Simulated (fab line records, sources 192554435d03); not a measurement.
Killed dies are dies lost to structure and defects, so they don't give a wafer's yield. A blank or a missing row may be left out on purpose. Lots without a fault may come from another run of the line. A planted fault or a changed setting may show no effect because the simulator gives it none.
Chamber matching | flow n5_finfet | N5_DUMMY_GATE_TRIM_49 on rie_si-02: 4 sister chambers
The step chemistry O2, time 29 s, target cd 14 nm. 20 wafers are shown with their chamber, then 10 later ones without.

WAFERS WITH THEIR CHAMBER
wafer  | chamber | throttle_valve_pct (%) | he_backside_leak_sccm (sccm) | oes_product_au (a.u.)
L074.1 | 0       | 8.25                   | 2.6                          | 0.971
L074.2 | 2       | 8.12                   | 2.5                          | 0.991
L074.3 | 1       | 8.06                   | 3.5                          | 0.971
L075.1 | 0       | 8.24                   | 2.6                          | 0.975
L075.5 | 1       | 8.06                   | 3.8                          | 0.980
L075.6 | 2       | 8.12                   | 2.4                          | 1.000
L078.3 | 3       | 8.10                   | 3.0                          | 1.009
L078.4 | 1       | 8.05                   | 3.5                          | 0.974
L078.6 | 0       | 8.24                   | 2.7                          | 0.958
L081.1 | 2       | 8.13                   | 2.4                          | 0.998
L081.4 | 0       | 8.24                   | 2.8                          | 0.980
L081.6 | 3       | 8.11                   | 3.0                          | 1.003
L085.1 | 1       | 8.05                   | 3.5                          | 0.985
L085.4 | 0       | 8.25                   | 2.6                          | 0.969
L085.6 | 0       | 8.24                   | 2.7                          | 0.972
L086.1 | 3       | 8.10                   | 3.1                          | 0.999
L086.4 | 0       | 8.24                   | 2.7                          | 0.967
L086.5 | 2       | 8.13                   | 2.4                          | 1.000
L088.1 | 3       | 8.08                   | 3.1                          | 1.002
L088.2 | 2       | 8.12                   | 2.4                          | 0.999

SIGNATURES (means of the wafers above)
reading               | chamber 0 | chamber 1 | chamber 2 | chamber 3 | scatter within a chamber
throttle_valve_pct    | 8.2429    | 8.0550    | 8.1240    | 8.0975    | 0.00724
he_backside_leak_sccm | 2.671     | 3.575     | 2.420     | 3.050     | 0.0865
oes_product_au        | 0.97029   | 0.97750   | 0.99760   | 1.00325   | 0.00565
Rule: a wafer's distance from a chamber is the root of the sum, over the readings, of the square of ((its reading less the chamber's mean) divided by the reading's scatter). The wafer belongs to the nearest chamber; if the next one is less than 2 further off, it can't be placed. The scatter: the root of (the sum of the squares of (reading less its chamber's mean) over the shown wafers, divided by (wafers less chambers)).

WAFERS WITHOUT THEIR CHAMBER
wafer  | throttle_valve_pct (%) | he_backside_leak_sccm (sccm) | oes_product_au (a.u.)
L088.6 | 8.13                   | 2.4                          | 1.004
L089.1 | 8.11                   | 2.5                          | 1.004
L089.2 | 8.25                   | 2.8                          | 0.988
L089.4 | 8.07                   | 3.4                          | 0.981
L091.1 | 8.23                   | 2.7                          | 0.967
L091.4 | 8.14                   | 2.4                          | 0.999
L091.6 | 8.12                   | 2.6                          | 0.993
L097.1 | 8.13                   | 2.4                          | 1.001
L097.4 | 8.09                   | 3.1                          | 1.001
L097.6 | 8.10                   | 3.1                          | 0.997

WHICH CHAMBER EACH WENT THROUGH
wafer  | from the rows above | in truth
L088.6 | 2                   | 2
L089.1 | 2                   | 2
L089.2 | 0                   | 0
L089.4 | 1                   | 1
L091.1 | 0                   | 0
L091.4 | 2                   | 2
L091.6 | 2                   | 2
L097.1 | 2                   | 2
L097.4 | 3                   | 3
L097.6 | 3                   | 3
Placed correctly: 10 of 10. Can't be placed from these rows: 0. Placed wrongly: 0.
